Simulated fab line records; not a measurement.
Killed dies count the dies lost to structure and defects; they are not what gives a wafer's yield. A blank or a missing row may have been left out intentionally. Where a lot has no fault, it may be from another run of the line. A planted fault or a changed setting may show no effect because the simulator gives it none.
Matching of chambers || flow n5 finfet || N5_BEOL_M13_ETCH_68 on rie diel-01: 4 sister chambers
The step etches SOC in N2/H2, time 355 s. 20 wafers are shown with their chamber, then 10 later ones without.

== WAFERS WITH THEIR CHAMBER ==
{"wafer": "L077.3", "chamber": 2, "drypump motor current A (A)": 5.5, "showerhead plenum p Torr (Torr)": 2.63, "rf vpp V (V)": 525.4}
{"wafer": "L077.5", "chamber": 1, "drypump motor current A (A)": 6.0, "showerhead plenum p Torr (Torr)": 2.52, "rf vpp V (V)": 522.6}
{"wafer": "L077.6", "chamber": 2, "drypump motor current A (A)": 5.5, "showerhead plenum p Torr (Torr)": 2.63, "rf vpp V (V)": 525.4}
{"wafer": "L082.4", "chamber": 2, "drypump motor current A (A)": 5.5, "showerhead plenum p Torr (Torr)": 2.63, "rf vpp V (V)": 526.4}
{"wafer": "L082.5", "chamber": 1, "drypump motor current A (A)": 6.0, "showerhead plenum p Torr (Torr)": 2.52, "rf vpp V (V)": 523.3}
{"wafer": "L082.6", "chamber": 0, "drypump motor current A (A)": 5.7, "showerhead plenum p Torr (Torr)": 2.52, "rf vpp V (V)": 522.4}
{"wafer": "L080.1", "chamber": 1, "drypump motor current A (A)": 6.0, "showerhead plenum p Torr (Torr)": 2.51, "rf vpp V (V)": 522.2}
{"wafer": "L080.2", "chamber": 0, "drypump motor current A (A)": 5.8, "showerhead plenum p Torr (Torr)": 2.52, "rf vpp V (V)": 522.2}
{"wafer": "L080.6", "chamber": 0, "drypump motor current A (A)": 5.7, "showerhead plenum p Torr (Torr)": 2.52, "rf vpp V (V)": 523.8}
{"wafer": "L091.1", "chamber": 1, "drypump motor current A (A)": 6.0, "showerhead plenum p Torr (Torr)": 2.51, "rf vpp V (V)": 522.2}
{"wafer": "L091.2", "chamber": 0, "drypump motor current A (A)": 5.7, "showerhead plenum p Torr (Torr)": 2.52, "rf vpp V (V)": 523.3}
{"wafer": "L091.3", "chamber": 2, "drypump motor current A (A)": 5.5, "showerhead plenum p Torr (Torr)": 2.62, "rf vpp V (V)": 525.9}
{"wafer": "L091.4", "chamber": 1, "drypump motor current A (A)": 6.0, "showerhead plenum p Torr (Torr)": 2.51, "rf vpp V (V)": 524.4}
{"wafer": "L091.5", "chamber": 0, "drypump motor current A (A)": 5.7, "showerhead plenum p Torr (Torr)": 2.52, "rf vpp V (V)": 522.1}
{"wafer": "L091.6", "chamber": 2, "drypump motor current A (A)": 5.5, "showerhead plenum p Torr (Torr)": 2.62, "rf vpp V (V)": 525.7}
{"wafer": "L090.2", "chamber": 2, "drypump motor current A (A)": 5.5, "showerhead plenum p Torr (Torr)": 2.62, "rf vpp V (V)": 526.5}
{"wafer": "L090.3", "chamber": 3, "drypump motor current A (A)": 6.5, "showerhead plenum p Torr (Torr)": 2.42, "rf vpp V (V)": 520.3}
{"wafer": "L090.4", "chamber": 3, "drypump motor current A (A)": 6.5, "showerhead plenum p Torr (Torr)": 2.42, "rf vpp V (V)": 519.7}
{"wafer": "L092.4", "chamber": 3, "drypump motor current A (A)": 6.5, "showerhead plenum p Torr (Torr)": 2.41, "rf vpp V (V)": 519.6}
{"wafer": "L092.5", "chamber": 1, "drypump motor current A (A)": 6.1, "showerhead plenum p Torr (Torr)": 2.50, "rf vpp V (V)": 523.0}

SIGNATURES (means of the wafers above)
{"reading": "drypump motor current A", "chamber 0": 5.720, "chamber 1": 6.017, "chamber 2": 5.500, "chamber 3": 6.500, "scatter within a chamber": 0.032}
{"reading": "showerhead plenum p Torr", "chamber 0": 2.5200, "chamber 1": 2.5117, "chamber 2": 2.6250, "chamber 3": 2.4167, "scatter within a chamber": 0.00559}
{"reading": "rf vpp V", "chamber 0": 522.760, "chamber 1": 522.950, "chamber 2": 525.883, "chamber 3": 519.867, "scatter within a chamber": 0.669}
Rule: for each reading, subtract the chamber's mean from the wafer's reading, divide by that reading's scatter and square the result; add these up over the readings and take the root, which gives the wafer's distance from the chamber. If the next closest chamber is less than 2 further off than the closest, the wafer can't be placed; otherwise it belongs to the closest. How the scatter is found: for the shown wafers, subtract from each reading the mean of its chamber, square and add these, divide the total by (wafers less chambers), then take the root.

== WAFERS WITH NO CHAMBER GIVEN ==
{"wafer": "L092.6", "drypump motor current A (A)": 5.5, "showerhead plenum p Torr (Torr)": 2.61, "rf vpp V (V)": 524.4}
{"wafer": "L096.3", "drypump motor current A (A)": 6.4, "showerhead plenum p Torr (Torr)": 2.41, "rf vpp V (V)": 520.1}
{"wafer": "L096.5", "drypump motor current A (A)": 6.4, "showerhead plenum p Torr (Torr)": 2.41, "rf vpp V (V)": 519.9}
{"wafer": "L096.6", "drypump motor current A (A)": 5.7, "showerhead plenum p Torr (Torr)": 2.51, "rf vpp V (V)": 523.5}
{"wafer": "L094.1", "drypump motor current A (A)": 6.5, "showerhead plenum p Torr (Torr)": 2.41, "rf vpp V (V)": 518.2}
{"wafer": "L094.2", "drypump motor current A (A)": 6.1, "showerhead plenum p Torr (Torr)": 2.50, "rf vpp V (V)": 522.3}
{"wafer": "L094.3", "drypump motor current A (A)": 5.7, "showerhead plenum p Torr (Torr)": 2.51, "rf vpp V (V)": 522.4}
{"wafer": "L094.4", "drypump motor current A (A)": 5.7, "showerhead plenum p Torr (Torr)": 2.51, "rf vpp V (V)": 520.7}
{"wafer": "L094.5", "drypump motor current A (A)": 6.0, "showerhead plenum p Torr (Torr)": 2.50, "rf vpp V (V)": 522.1}
{"wafer": "L094.6", "drypump motor current A (A)": 6.4, "showerhead plenum p Torr (Torr)": 2.41, "rf vpp V (V)": 519.6}

== THE CHAMBER EACH PASSED THROUGH ==
{"wafer": "L092.6", "from the rows above": 2, "in truth": 2}
{"wafer": "L096.3", "from the rows above": 3, "in truth": 3}
{"wafer": "L096.5", "from the rows above": 3, "in truth": 3}
{"wafer": "L096.6", "from the rows above": 0, "in truth": 0}
{"wafer": "L094.1", "from the rows above": 3, "in truth": 3}
{"wafer": "L094.2", "from the rows above": 1, "in truth": 1}
{"wafer": "L094.3", "from the rows above": 0, "in truth": 0}
{"wafer": "L094.4", "from the rows above": 0, "in truth": 0}
{"wafer": "L094.5", "from the rows above": 1, "in truth": 1}
{"wafer": "L094.6", "from the rows above": 3, "in truth": 3}
10 of 10 placed correctly. Left unplaced by these rows: 0. Wrongly placed: 0.
